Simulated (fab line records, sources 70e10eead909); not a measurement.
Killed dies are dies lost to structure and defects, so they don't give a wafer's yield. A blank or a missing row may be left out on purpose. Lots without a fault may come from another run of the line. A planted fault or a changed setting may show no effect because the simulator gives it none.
fab line records | flow nand_harc | part 1 of 2: steps 1 to 22 of 33
record lots=5 wafers=15 last_day=32
route steps=1302 shown P_CONTACT@218
lots that met no fault: from a run of the same line without faults
start_h: hours from the record's first day to the start of the lot's first wafer shown | wait_h: hours since the lot's step before | " the same as in the row above | L1.1+2: a row that stands for several wafers | - no value, or no start given | * or withheld: withheld | < > ~ a bound
route shown NAME@n: a module of which the file shows steps, and the number in the route of the first | usual: mean/standard deviation of fault-free wafers | same: alike in all rows | chamber/n: place in a boat | sites: the reading at each site | _std_site: their standard deviation | _edge_site: outer sites' mean less inner sites' | radius_mm: how far each site lies from the wafer's centre | mask NAME#n: copy n | behind: the tool/chamber that last shaped the wafer | hold: why the lot was held/for how many hours/how that ended | device: the transistor (n, p or np) that didn't switch | end of line: the same wafers' tests at the end of the route | a step without rows: its recipe alone | killed: dies lost to structure and defects at the first sort, not the wafer's yield | map: a wafer's dies, x killed, . not, _ none there
set.NAME: the setting as run; set.NAME@STEP: as run at that earlier step | model.NAME: the simulator's own value behind a step, which no gauge read
lots at some steps of the route; a table a step, a row a wafer
services: from which hour (start_h, from the record's first day; less than 0 if before it) a tool's chamber was out of use, for how many hours, and why
## steps
# step NHARC_P_CONTACT_DEP_00
# recipe target_thk_a=5000 temp_c=400 pressure_torr=6.5 rf_w=900 teos_flow_sccm=161.4 flow_sccm=2650 target_thk_nm=500 gas=O2 material=SiO2
# usual heater_power_w=599/89 throttle_valve_pct=16.0/0.41
# columns lot.wafer tool chamber start_h wait_h heater_power_w throttle_valve_pct
L075.3 pecvd-02 2 - - 451 15.8
L075.5 " 0 " " 545 16.7
L075.6 " 1 " " 673 16.4
L079.2 pecvd-03 1 - - 619 16.2
L079.1 " 2 " " 646 16.4
L079.3 " 0 " " 484 16.5
L084.3 pecvd-03 1 - - 657 15.6
L084.1 " 2 " " 710 16.2
L084.5 " 0 " " 586 16.5
L092.2 pecvd-03 1 - - 664 15.5
L092.3 " 2 " " 629 16.4
L092.4 " 2 " " 660 16.3
L094.2 pecvd-02 1 - - 726 16.4
L094.1 " 2 " " 402 15.5
L094.6 " 1 " " 744 16.7
# step NHARC_P_CONTACT_CMP_01
# recipe target_thk_nm=200 material=SiO2
# usual motor_current_A=11.9/0.87 slurry_filter_dp_kPa=13.51/0.15
# columns lot.wafer tool chamber start_h wait_h motor_current_A slurry_filter_dp_kPa
L075.3 cmp-02 3 139.19 - 13.5 13.72
L075.5 " 0 " " 11.5 13.46
L075.6 " 1 " " 11.4 13.43
L079.2 cmp-03 3 166.29 - 13.8 13.57
L079.1 " 0 " " 11.2 13.60
L079.3 " 2 " " 10.4 13.49
L084.1 cmp-02 0 219.70 - 11.1 13.45
L084.3 " 1 " " 11.2 13.49
L084.5 " 3 " " 13.2 13.66
L092.3 cmp-01 3 295.49 - 11.8 13.72
L092.2 " 1 " " 11.7 13.67
L092.4 " 2 " " 11.5 13.52
L094.2 cmp-03 2 321.30 - 10.8 13.56
L094.1 " 3 " " 12.8 13.43
L094.6 " 3 " " 13.5 13.90
# step NHARC_P_CONTACT_SRD_03
# columns lot.wafer tool chamber start_h wait_h
L075.3+5+6 wet_bench-04 4,6,1 139.41 0.0
L079.2+1+3 wet_bench-01 4,7,1 166.59 0.0
L084.1+5+3 wet_bench-01 7,0,3 219.95 0.0
L092.2+3+4 wet_bench-05 5,6,1 295.78 0.0
L094.1+6+2 wet_bench-01 1,4,6 321.59 0.0
# step NHARC_P_CONTACT_DEHYDRATE_04
# recipe temp_c=150 time_s=120
# usual chill_plate_temp_C=22.99/0.1
# columns lot.wafer tool chamber start_h wait_h chill_plate_temp_C
L075.3 litho_track-06 0 139.49 0.1 22.75
L075.5 " 0 " " 22.96
L075.6 " 0 " " 22.98
L079.1 litho_track-01 0 166.67 0.1 22.82
L079.2 " 0 " " 23.03
L079.3 " 0 " " 22.83
L084.1 litho_track-04 0 220.03 0.1 23.05
L084.3 " 0 " " 23.10
L084.5 " 0 " " 23.05
L092.2 litho_track-01 0 295.87 0.1 23.05
L092.3 " 0 " " 23.06
L092.4 " 0 " " 23.01
L094.1 litho_track-01 0 321.67 0.1 22.97
L094.2 " 0 " " 23.08
L094.6 " 0 " " 23.09
# step NHARC_P_CONTACT_HMDS_05
# recipe time_s=30
# usual chill_plate_temp_C=23.03/0.1
# columns lot.wafer tool chamber start_h wait_h chill_plate_temp_C
L075.3 litho_track-06 0 - - 23.03
L075.5 " 0 " " 23.05
L075.6 " 0 " " 23.16
L079.1 litho_track-01 0 - - 23.09
L079.2 " 0 " " 23.25
L079.3 " 0 " " 23.04
L084.1 litho_track-04 0 - - 23.12
L084.3 " 0 " " 23.13
L084.5 " 0 " " 22.98
L092.2 litho_track-01 0 - - 23.01
L092.3 " 0 " " 23.07
L092.4 " 0 " " 22.90
L094.1 litho_track-01 0 - - 23.09
L094.2 " 0 " " 22.95
L094.6 " 0 " " 23.10
# step NHARC_P_CONTACT_COAT_33
# recipe temp_c=260 time_s=75
# usual chill_plate_temp_C=22.98/0.11
# columns lot.wafer tool chamber start_h wait_h chill_plate_temp_C
L075.3 litho_track-06 0 - - 22.86
L075.5 " 0 " " 23.03
L075.6 " 0 " " 22.93
L079.1 litho_track-01 0 - - 23.24
L079.2 " 0 " " 23.14
L079.3 " 0 " " 23.15
L084.1 litho_track-04 0 - - 23.19
L084.3 " 0 " " 23.22
L084.5 " 0 " " 23.19
L092.2 litho_track-01 0 - - 22.99
L092.3 " 0 " " 22.91
L092.4 " 0 " " 22.99
L094.1 litho_track-01 0 - - 22.83
L094.2 " 0 " " 22.92
L094.6 " 0 " " 22.87
# step NHARC_P_CONTACT_COAT_34
# recipe temp_c=225 time_s=65
# usual chill_plate_temp_C=23.01/0.11
# columns lot.wafer tool chamber start_h wait_h chill_plate_temp_C
L075.3 litho_track-06 0 - - 23.06
L075.5 " 0 " " 22.91
L075.6 " 0 " " 23.02
L079.1 litho_track-01 0 - - 22.89
L079.2 " 0 " " 23.17
L079.3 " 0 " " 22.87
L084.1 litho_track-04 0 - - 23.02
L084.3 " 0 " " 22.93
L084.5 " 0 " " 23.28
L092.2 litho_track-01 0 - - 23.13
L092.3 " 0 " " 23.11
L092.4 " 0 " " 22.94
L094.1 litho_track-01 0 - - 22.95
L094.2 " 0 " " 23.05
L094.6 " 0 " " 23.00
# step NHARC_P_CONTACT_COAT_06
# recipe spin_rpm=1500 resist_thk_nm=90
# usual chill_plate_temp_C=22.99/0.098
# columns lot.wafer tool chamber start_h wait_h chill_plate_temp_C
L075.3 litho_track-06 0 - - 22.83
L075.5 " 0 " " 22.87
L075.6 " 0 " " 22.79
L079.1 litho_track-01 0 - - 23.00
L079.2 " 0 " " 22.90
L079.3 " 0 " " 22.93
L084.1 litho_track-04 0 - - 22.90
L084.3 " 0 " " 22.62
L084.5 " 0 " " 22.92
L092.2 litho_track-01 0 - - 23.01
L092.3 " 0 " " 23.19
L092.4 " 0 " " 23.06
L094.1 litho_track-01 0 - - 22.94
L094.2 " 0 " " 23.16
L094.6 " 0 " " 23.07
# step NHARC_P_CONTACT_SOFTBAKE_07
# recipe temp_c=105 time_s=55
# usual chill_plate_temp_C=23.00/0.096
# columns lot.wafer tool chamber start_h wait_h chill_plate_temp_C
L075.3 litho_track-06 0 - - 22.98
L075.5 " 0 " " 23.00
L075.6 " 0 " " 23.18
L079.1 litho_track-01 0 - - 23.06
L079.2 " 0 " " 23.16
L079.3 " 0 " " 23.17
L084.1 litho_track-04 0 - - 22.96
L084.3 " 0 " " 23.02
L084.5 " 0 " " 23.05
L092.2 litho_track-01 0 - - 22.87
L092.3 " 0 " " 23.05
L092.4 " 0 " " 23.04
L094.1 litho_track-01 0 - - 22.87
L094.2 " 0 " " 23.02
L094.6 " 0 " " 22.86
# step NHARC_P_CONTACT_EBR_08
# usual chill_plate_temp_C=23.01/0.12
# columns lot.wafer tool chamber start_h wait_h chill_plate_temp_C
L075.3 litho_track-06 0 - - 23.04
L075.5 " 0 " " 23.11
L075.6 " 0 " " 23.12
L079.1 litho_track-01 0 - - 22.98
L079.2 " 0 " " 22.94
L079.3 " 0 " " 22.89
L084.1 litho_track-04 0 - - 23.11
L084.3 " 0 " " 23.12
L084.5 " 0 " " 23.01
L092.2 litho_track-01 0 - - 23.12
L092.3 " 0 " " 22.78
L092.4 " 0 " " 23.06
L094.1 litho_track-01 0 - - 22.99
L094.2 " 0 " " 22.90
L094.6 " 0 " " 22.98
# step NHARC_P_CONTACT_EXPOSE_09
# recipe na=1.35 target_cd_nm=90 dose_mj=81.26 mask_id=P_CA
# usual reticle_temp_C=22.96/0.096
# columns lot.wafer tool chamber start_h wait_h mask reticle_temp_C
L075.3 arfi_scanner-01 0 139.81 - P_CA#0 23.15
L075.5 " 0 " " P_CA#0 22.87
L075.6 " 0 " " P_CA#0 22.89
L079.1 arfi_scanner-02 0 166.85 - P_CA#0 22.91
L079.2 " 0 " " P_CA#0 22.92
L079.3 " 0 " " P_CA#0 22.96
L084.1 arfi_scanner-01 0 220.34 - P_CA#0 22.92
L084.3 " 0 " " P_CA#0 22.88
L084.5 " 0 " " P_CA#0 22.95
L092.2 arfi_scanner-03 0 296.18 - P_CA#0 23.01
L092.3 " 0 " " P_CA#0 22.96
L092.4 " 0 " " P_CA#0 22.87
L094.1 arfi_scanner-02 0 321.98 - P_CA#0 22.96
L094.2 " 0 " " P_CA#0 22.76
L094.6 " 0 " " P_CA#0 23.04
# step NHARC_P_CONTACT_PEB_10
# recipe peb_temp_c=100 peb_time_s=65
# usual chill_plate_temp_C=23.01/0.1
# columns lot.wafer tool chamber start_h wait_h chill_plate_temp_C
L075.3 litho_track-01 0 139.86 0.0 22.93
L075.5 " 0 " " 23.18
L075.6 " 0 " " 22.85
L079.1 litho_track-06 0 166.91 0.1 22.99
L079.2 " 0 " " 22.87
L079.3 " 0 " " 23.08
L084.1 litho_track-01 0 220.40 0.1 23.04
L084.3 " 0 " " 22.99
L084.5 " 0 " " 23.18
L092.2 litho_track-01 0 296.24 0.1 23.05
L092.3 " 0 " " 23.27
L092.4 " 0 " " 23.21
L094.1 litho_track-06 0 322.04 0.1 23.16
L094.2 " 0 " " 23.03
L094.6 " 0 " " 23.08
# step NHARC_P_CONTACT_DEVELOP_11
# recipe develop_time_s=35 dev_temp_c=23
# usual chill_plate_temp_C=22.99/0.11
# columns lot.wafer tool chamber start_h wait_h chill_plate_temp_C
L075.3 litho_track-01 0 - - 22.99
L075.5 " 0 " " 23.20
L075.6 " 0 " " 23.08
L079.1 litho_track-06 0 - - 22.96
L079.2 " 0 " " 23.00
L079.3 " 0 " " 22.89
L084.1 litho_track-01 0 - - 23.07
L084.3 " 0 " " 23.03
L084.5 " 0 " " 22.97
L092.2 litho_track-01 0 - - 22.98
L092.3 " 0 " " 22.89
L092.4 " 0 " " 23.07
L094.1 litho_track-06 0 - - 23.12
L094.2 " 0 " " 23.05
L094.6 " 0 " " 23.08
# step NHARC_P_CONTACT_CD_MEAS_12
# recipe target_cd_nm=90 landing_energy_ev=500
# usual cd_nm=90.2/0.49
# columns lot.wafer tool chamber start_h wait_h cd_nm
L075.3 cd_sem-01 0 139.95 - 90.5
L075.5 " 0 " " 90.2
L075.6 " 0 " " 90.4
L079.1 cd_sem-03 0 166.99 - 90.5
L079.2 " 0 " " 90.3
L079.3 " 0 " " 89.7
L084.1 cd_sem-03 0 220.48 - 90.0
L084.3 " 0 " " 89.9
L084.5 " 0 " " 89.9
L092.2 cd_sem-02 0 296.32 - 90.3
L092.3 " 0 " " 89.8
L092.4 " 0 " " 89.7
L094.1 cd_sem-03 0 322.12 - 90.6
L094.2 " 0 " " 90.5
L094.6 " 0 " " 89.7
# step NHARC_P_CONTACT_OVL_MEAS_13
# usual overlay_x_nm=-0.3/0.78 overlay_y_nm=0.0/0.78
# columns lot.wafer tool chamber start_h wait_h overlay_x_nm overlay_y_nm
L075.3 overlay-02 - 140.03 - -1.0 1.3
L075.5 " - " " -0.4 0.8
L075.6 " - " " -0.7 0.8
L079.1 overlay-02 - 167.08 - 0.6 -0.5
L079.2 " - " " 1.0 -1.0
L079.3 " - " " 1.0 -1.0
L084.1 overlay-01 - 220.57 - 0.0 0.5
L084.3 " - " " 0.2 0.3
L084.5 " - " " 0.1 0.1
L092.2 overlay-02 - 296.40 - -0.4 0.9
L092.3 " - " " -0.1 1.1
L092.4 " - " " -0.2 1.0
L094.1 overlay-01 - 322.21 - -0.8 -1.3
L094.2 " - " " -0.3 -0.8
L094.6 " - " " -0.7 -1.2
# step NHARC_P_CONTACT_INSPECT_14
# usual raw_defect_count=3.5/2.2
# columns lot.wafer tool chamber start_h wait_h raw_defect_count
L075.3 defect_inspect-02 - 140.07 0.0 4
L075.5 " - " " 2
L075.6 " - " " 4
L079.1 defect_inspect-02 - 167.12 0.0 2
L079.2 " - " " 7
L079.3 " - " " 2
L084.1 defect_inspect-02 - 220.60 0.0 4
L084.3 " - " " 3
L084.5 " - " " 1
L092.2 defect_inspect-02 - 296.44 0.0 1
L092.3 " - " " 3
L092.4 " - " " 1
L094.1 defect_inspect-01 - 322.25 0.0 3
L094.2 " - " " 1
L094.6 " - " " 1
# step NHARC_P_CONTACT_DESCUM_17
# recipe time_s=3 o2_flow_sccm=200 ar_flow_sccm=0 bias_power_w=0 chemistry=O2
# usual drypump_motor_current_A=5.6/0.43 oes_product_au=1.002/0.0076 rf_vpp_V=57.9/0.87 showerhead_plenum_p_Torr=1.92/0.095 throttle_valve_pct=11.311/0.01
# columns lot.wafer tool chamber start_h wait_h drypump_motor_current_A oes_product_au rf_hours_counter_h rf_vpp_V showerhead_plenum_p_Torr throttle_valve_pct
L075.3 rie_diel-11 0 140.15 0.1 5.7 1.007 1.9 58.6 1.87 11.307
L075.6 " 1 " " 6.2 1.002 - 57.8 1.95 11.306
L075.5 " 2 " " 5.4 0.999 - 59.0 2.03 11.313
L079.1 rie_diel-11 1 167.18 0.1 6.2 1.006 2.9 58.5 1.95 11.297
L079.2 " 2 " " 5.4 1.015 2.7 58.8 2.03 11.310
L079.3 " 3 " " 5.7 1.016 2.7 57.0 2.06 11.292
L084.3 rie_diel-12 2 220.66 0.1 5.9 1.005 7.5 58.8 1.82 11.307
L084.1 " 0 " " 5.2 1.009 7.9 56.8 1.78 11.309
L084.5 " 3 " " 5.9 0.994 - 57.1 1.83 11.306
L092.3 rie_diel-02 2 296.51 0.1 5.4 0.992 2.1 59.3 2.01 11.300
L092.4 " 3 " " 6.6 1.001 2.2 58.1 1.94 11.295
L092.2 " 0 " " 5.4 1.003 1.4 57.7 1.89 11.309
L094.1 rie_diel-12 1 322.31 0.1 5.3 0.987 2.7 59.3 2.05 11.302
L094.2 " 0 " " 5.2 1.007 3.0 56.9 1.78 11.324
L094.6 " 1 " " 5.3 0.987 - 58.3 2.05 11.323
# step NHARC_P_CONTACT_ETCH_35
# recipe target_depth_a=390 over_etch_frac=0.3 time_s=65 ion_energy_ev=80 cf4_flow_sccm=150 ar_flow_sccm=0 rf_w=300 bias_w=100 chemistry=CF4
# usual drypump_motor_current_A=5.6/0.43 oes_product_au=1.002/0.0072 rf_vpp_V=151.2/1.4 showerhead_plenum_p_Torr=1.77/0.082 throttle_valve_pct=13.284/0.0097
# columns lot.wafer tool chamber start_h wait_h drypump_motor_current_A oes_product_au rf_hours_counter_h rf_vpp_V showerhead_plenum_p_Torr throttle_valve_pct
L075.3 rie_diel-11 0 140.23 0.1 5.7 1.014 1.9 149.9 1.74 13.270
L075.6 " 1 " " 6.2 0.998 - 150.8 1.80 13.277
L075.5 " 2 " " 5.4 1.005 - 152.7 1.87 13.287
L079.3 rie_diel-11 2 167.27 0.1 5.4 0.997 2.7 152.0 1.87 13.273
L079.2 " 3 " " 5.7 1.005 2.7 151.0 1.90 13.285
L079.1 " 0 " " 5.7 0.997 2.9 151.2 1.73 13.283
L084.3 rie_diel-12 3 220.77 0.1 5.9 1.000 8.0 150.8 1.69 13.269
L084.1 " 0 " " 5.2 1.001 7.9 148.9 1.65 13.274
L084.5 " 0 " " 5.2 1.002 - 150.3 1.65 13.284
L092.4 rie_diel-02 3 296.59 0.1 6.6 0.997 2.2 151.2 1.79 13.290
L092.3 " 0 " " 5.4 0.992 1.4 150.7 1.75 13.286
L092.2 " 2 " " 5.3 0.995 2.1 152.2 1.85 13.292
L094.2 rie_diel-12 2 322.39 0.1 5.9 1.014 2.6 150.5 1.69 13.274
L094.1 " 1 " " 5.3 1.002 2.7 152.0 1.88 13.290
L094.6 " 3 " " 5.9 1.008 - 149.5 1.69 13.282
# step NHARC_P_CONTACT_ETCH_36
# recipe target_depth_a=2600 over_etch_frac=0.25 time_s=406.25 ion_energy_ev=200 n2_flow_sccm=150 h2_flow_sccm=150 ar_flow_sccm=0 rf_w=400 bias_w=150 chemistry=N2/H2
# usual drypump_motor_current_A=5.6/0.43 oes_product_au=1.002/0.0061 rf_vpp_V=431/3.2 showerhead_plenum_p_Torr=2.04/0.11 throttle_valve_pct=14.172/0.0089
# columns lot.wafer tool chamber start_h wait_h drypump_motor_current_A oes_product_au rf_hours_counter_h rf_vpp_V showerhead_plenum_p_Torr throttle_valve_pct
L075.3 rie_diel-11 0 - - 5.7 1.005 2.0 430 2.00 14.161
L075.6 " 2 " " 5.4 0.999 - 433 2.17 14.182
L075.5 " 3 " " 5.7 1.004 - 434 2.20 14.164
L079.3 rie_diel-11 0 - - 5.7 1.003 3.0 429 2.00 14.179
L079.2 " 1 " " 6.2 0.998 3.0 433 2.08 14.178
L079.1 " 3 " " 5.7 0.998 2.7 436 2.20 14.172
L084.3 rie_diel-12 0 - - 5.2 0.999 8.0 425 1.89 14.163
L084.1 " 3 " " 5.9 0.988 8.1 428 1.94 14.171
L084.5 " 3 " " 5.9 0.995 - 427 1.94 14.169
L092.2 rie_diel-02 0 - - 5.4 0.994 1.5 429 2.01 14.181
L092.3 " 2 " " 5.3 0.997 2.2 433 2.15 14.177
L092.4 " 3 " " 6.6 0.999 2.3 431 2.07 14.174
L094.2 rie_diel-12 0 - - 5.2 1.008 3.1 425 1.89 14.175
L094.1 " 1 " " 5.3 0.998 2.8 434 2.19 14.160
L094.6 " 0 " " 5.2 1.018 - 427 1.89 14.176
# step NHARC_P_CONTACT_ETCH_18
# recipe target_depth_a=4810 time_s=240.5 c4f8_flow_sccm=20 o2_flow_sccm=10 ar_flow_sccm=withheld rf_w=600 bias_w=1500 chemistry=C4F8/O2/Ar
# usual oes_product_au=0.962/0.018 rf_vpp_V=978/6.6
# columns lot.wafer tool chamber start_h wait_h oes_product_au rf_hours_counter_h rf_vpp_V
L075.3 rie_diel-11 0 - - 0.936 2.1 975
L075.5 " 2 " " 0.930 - 985
L075.6 " 3 " " 0.919 - 988
L079.2 rie_diel-11 3 - - 0.948 2.8 987
L079.3 " 1 " " 0.948 3.2 982
L079.1 " 2 " " 0.944 2.8 985
L084.3 rie_diel-12 0 - - 0.974 8.2 969
L084.1 " 2 " " 0.958 7.8 971
L084.5 " 2 " " 0.969 - 971
L092.4 rie_diel-02 0 - - 0.976 1.7 976
L092.2 " 1 " " 0.961 2.1 979
L092.3 " 2 " " 0.959 2.3 986
L094.2 rie_diel-12 0 - - 0.982 3.3 969
L094.1 " 2 " " 0.963 2.8 972
L094.6 " 3 " " 0.968 - 972
# step NHARC_P_CONTACT_STRIP_37
# recipe c4f8_flow_sccm=withheld o2_flow_sccm=8 ar_flow_sccm=withheld bias_w=0 chemistry=C4F8/O2/Ar
# columns lot.wafer tool chamber start_h wait_h
L075.3+5+6 rie_diel-11 3,0,1 - -
L079.2+3+1 rie_diel-11 1,2,3 - -
L084.3+1+5 rie_diel-12 2,0,2 - -
L092.4+2+3 rie_diel-02 2,0,1 - -
L094.2+1+6 rie_diel-12 0,1,0 - -
# step NHARC_P_CONTACT_ETCH_31
# recipe target_depth_a=300 time_s=85.7 ion_energy_ev=120 over_etch_frac=1 ch3f_flow_sccm=50 o2_flow_sccm=30 ar_flow_sccm=200 rf_w=500 bias_w=100 chemistry=CH3F/O2
# usual drypump_motor_current_A=5.6/0.42 oes_product_au=0.981/0.013 rf_vpp_V=244.4/1.9 showerhead_plenum_p_Torr=2.46/0.12 throttle_valve_pct=20.663/0.0086
# columns lot.wafer tool chamber start_h wait_h drypump_motor_current_A oes_product_au rf_hours_counter_h rf_vpp_V showerhead_plenum_p_Torr throttle_valve_pct
L075.3 rie_diel-11 1 - - 6.2 0.962 2.2 245.6 2.51 20.654
L075.5 " 3 " " 5.7 0.959 - 246.6 2.64 20.665
L075.6 " 0 " " 5.7 0.964 - 243.2 2.41 20.668
L079.2 rie_diel-11 3 - - 5.7 0.963 2.9 247.6 2.64 20.661
L079.3 " 0 " " 5.7 0.973 3.3 243.1 2.41 20.665
L079.1 " 2 " " 5.4 0.968 2.9 246.6 2.60 20.661
L084.3 rie_diel-12 0 - - 5.2 0.986 8.3 241.4 2.29 20.673
L084.1 " 3 " " 5.9 0.987 8.4 243.2 2.35 20.659
L084.5 " 2 " " 5.8 0.977 - 244.0 2.34 20.670
L092.2 rie_diel-02 0 - - 5.4 0.985 1.8 244.4 2.43 20.680
L092.4 " 1 " " 4.9 0.976 2.2 245.7 2.47 20.674
L092.3 " 3 " " 6.6 0.998 2.5 243.0 2.49 20.664
L094.1 rie_diel-12 3 - - 5.9 0.995 3.3 242.7 2.35 20.671
L094.2 " 1 " " 5.3 0.959 2.9 246.4 2.62 20.676
L094.6 " 3 " " 5.9 0.992 - 244.4 2.35 20.662
